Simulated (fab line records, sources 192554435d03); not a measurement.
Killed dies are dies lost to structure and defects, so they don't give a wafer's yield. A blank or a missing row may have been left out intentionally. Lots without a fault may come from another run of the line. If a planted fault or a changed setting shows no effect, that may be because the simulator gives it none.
Split-lot trial + flow n5_finfet + on a route of 1938 steps: 7 lots, 21 wafers read

== SPLIT DETAILS ==
At N5_BEOL_M13_COAT_65 (time 60 s, resist thk 350 nm), the setting spin_rpm was moved away from the recipe's 1500 rpm on 3 of the 21 wafers read, by -9.5% to -9.1%. The other wafers ran this setting at the recipe's value.

The split's own step is where the reading is taken.

== THE READING ==
SOC_of_BEOL_M13_COAT_65.thk_nm (the simulator's own value, which no gauge read), in nm, at N5_BEOL_M13_COAT_65 (time 60 s, resist thk 350 nm). The file does not state a usual value for it. Across the 18 wafers here that went through the recipe, the average is 349.6 nm and the standard deviation 0.78 nm.

| wafer  | tool, chamber at the split | spin_rpm as run, rpm | against the recipe | SOC_of_BEOL_M13_COAT_65.thk_nm, nm | against lot-mates on the recipe |
|--------|----------------------------|----------------------|--------------------|------------------------------------|---------------------------------|
| L075.1 | litho_track-05, 0          | 1500                 | recipe             | 350                                | -                               |
| L075.6 | litho_track-05, 0          | 1500                 | recipe             | 350                                | -                               |
| L075.4 | litho_track-05, 0          | 1500                 | recipe             | 350.2                              | -                               |
| L079.1 | litho_track-05, 0          | 1500                 | recipe             | 349.4                              | -                               |
| L079.2 | litho_track-05, 0          | 1500                 | recipe             | 349.2                              | -                               |
| L079.5 | litho_track-05, 0          | 1500                 | recipe             | 349.2                              | -                               |
| L084.3 | litho_track-01, 0          | 1500                 | recipe             | 348.4                              | -                               |
| L084.4 | litho_track-01, 0          | 1363                 | -9.1%              | 365                                | +16.5                           |
| L084.6 | litho_track-01, 0          | 1500                 | recipe             | 348.6                              | -                               |
| L086.2 | litho_track-01, 0          | 1500                 | recipe             | 348.6                              | -                               |
| L086.3 | litho_track-01, 0          | 1500                 | recipe             | 349.6                              | -                               |
| L086.5 | litho_track-01, 0          | 1500                 | recipe             | 348.8                              | -                               |
| L085.2 | litho_track-02, 0          | 1500                 | recipe             | 350.8                              | -                               |
| L085.5 | litho_track-02, 0          | 1500                 | recipe             | 350.6                              | -                               |
| L085.6 | litho_track-02, 0          | 1500                 | recipe             | 351                                | -                               |
| L088.2 | litho_track-01, 0          | 1357                 | -9.5%              | 367                                | +18.0                           |
| L088.3 | litho_track-01, 0          | 1357                 | -9.5%              | 367.8                              | +18.8                           |
| L088.4 | litho_track-01, 0          | 1500                 | recipe             | 349                                | -                               |
| L090.2 | litho_track-05, 0          | 1500                 | recipe             | 350.6                              | -                               |
| L090.4 | litho_track-05, 0          | 1500                 | recipe             | 349.4                              | -                               |
| L090.6 | litho_track-05, 0          | 1500                 | recipe             | 349.2                              | -                               |

FIT RESULTS
A straight line over all 21 wafers: SOC_of_BEOL_M13_COAT_65.thk_nm changes by -1.81 nm for each +1% of spin_rpm; r = -0.99; the points scatter about the line by 0.84 nm.
The same after taking each lot's own level away (the mean of its wafers on the recipe; 21 wafers): -1.89 nm for each +1%; r = -1.00; scatter 0.4 nm.
Per that fit: largest spin_rpm move, reading shift of 18 nm.
Measured against the standard deviation above, the lots' own levels, which go from 348.50 to 350.80 nm, span 2.9 times it.
Consequently the slope shifts little with the lot-to-lot level, the two slopes agreeing.
Check: with one of the wafers moved furthest among these (-9.5%) left out of the fit, the line predicts +18 nm for it against its lot-mates. It came out at +18 nm against them.

== FURTHER SPLITS ON THESE WAFERS ==
Before the reading, these wafers also passed through other splits. Each is held against what the fit with the lots' levels taken away leaves over:
| other split on the same wafers | wafers away from the commonest value | r with SOC_of_BEOL_M13_COAT_65.thk_nm (lot level and that fit taken away) |
|--------------------------------|--------------------------------------|---------------------------------------------------------------------------|
| N5_BEOL_M10_COAT_22 spin_rpm   | 8                                    | +0.13                                                                     |
| N5_BEOL_M11_EXPOSE_25 dose_mj  | 8                                    | -0.04                                                                     |
| N5_BEOL_M11_ETCH_66 time_s     | 7                                    | -0.07                                                                     |

== THE FILE'S OWN FIT ==
SOC_of_BEOL_M13_COAT_65.thk_nm changes by -1.87 nm for each +1% of spin_rpm, r = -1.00.
